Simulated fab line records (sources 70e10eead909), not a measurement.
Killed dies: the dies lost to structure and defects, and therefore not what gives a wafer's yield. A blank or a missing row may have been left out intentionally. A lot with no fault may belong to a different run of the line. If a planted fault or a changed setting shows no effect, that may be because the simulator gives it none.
Matching of chambers ; flow nand_harc ; NHARC_A_SLIT_ETCH_24 on rie_diel-08: 4 sister chambers
The step etches the open film in CF4/CHF3, target depth 121 nm, time 60.5 s. 22 wafers are shown with their chamber, then 11 later ones without.

EACH WAFER AND ITS CHAMBER
wafer;chamber;drypump_motor_current_A (A);showerhead_plenum_p_Torr (Torr);rf_vpp_V (V)
L075.3;0;5.48;1.55;370.0
L075.5;1;5.91;1.63;372.6
L075.6;2;6.00;1.50;368.0
L074.1;3;5.25;1.48;368.5
L074.2;2;6.02;1.50;368.9
L074.3;0;5.47;1.55;369.4
L074.4;1;5.90;1.63;372.6
L074.5;0;5.48;1.55;370.3
L074.6;3;5.24;1.48;366.9
L082.1;2;5.99;1.49;367.1
L082.3;3;5.25;1.48;367.2
L082.5;1;5.90;1.63;372.2
L086.2;0;5.47;1.55;368.5
L086.5;0;5.47;1.55;368.3
L086.6;1;5.91;1.63;373.4
L085.3;2;5.99;1.49;366.4
L085.4;0;5.48;1.55;369.0
L085.5;3;5.28;1.48;367.7
L087.1;3;5.28;1.47;366.2
L087.2;2;6.00;1.49;367.7
L087.4;1;5.91;1.62;371.5
L092.1;3;5.26;1.47;367.0

SIGNATURES, as means of the wafers listed above
reading;chamber 0;chamber 1;chamber 2;chamber 3;scatter within a chamber
drypump_motor_current_A;5.4750;5.9060;6.0000;5.2600;0.0112
showerhead_plenum_p_Torr;1.5500;1.6280;1.4940;1.4767;0.0043
rf_vpp_V;369.250;372.460;367.620;367.250;0.807
Rule: a wafer lies at a distance from a chamber equal to the root of the sum of squares, over the readings, of (its reading less the chamber's mean, divided by the reading's scatter). The wafer belongs to the nearest chamber; if the next one is less than 2 further off, it can't be placed. The scatter: the root of (the sum of the squares of (reading less its chamber's mean) over the shown wafers, divided by (wafers less chambers)).

WAFERS WITH NO CHAMBER GIVEN
wafer;drypump_motor_current_A (A);showerhead_plenum_p_Torr (Torr);rf_vpp_V (V)
L092.2;6.00;1.49;367.6
L092.5;5.91;1.62;372.0
L093.1;5.46;1.54;369.6
L093.2;6.00;1.49;367.3
L093.5;6.00;1.49;368.9
L094.1;5.31;1.47;367.1
L094.3;5.47;1.54;371.1
L094.5;5.90;1.62;372.0
L096.1;6.00;1.49;368.1
L096.3;5.27;1.47;367.7
L096.4;5.48;1.54;369.2

THE CHAMBER EACH PASSED THROUGH
wafer;from the rows above;in truth
L092.2;2;2
L092.5;1;1
L093.1;0;0
L093.2;2;2
L093.5;2;2
L094.1;3;3
L094.3;0;0
L094.5;1;1
L096.1;2;2
L096.3;3;3
L096.4;0;0
Correctly placed: 11 of 11. Can't be placed from these rows: 0. Wrongly placed: 0.
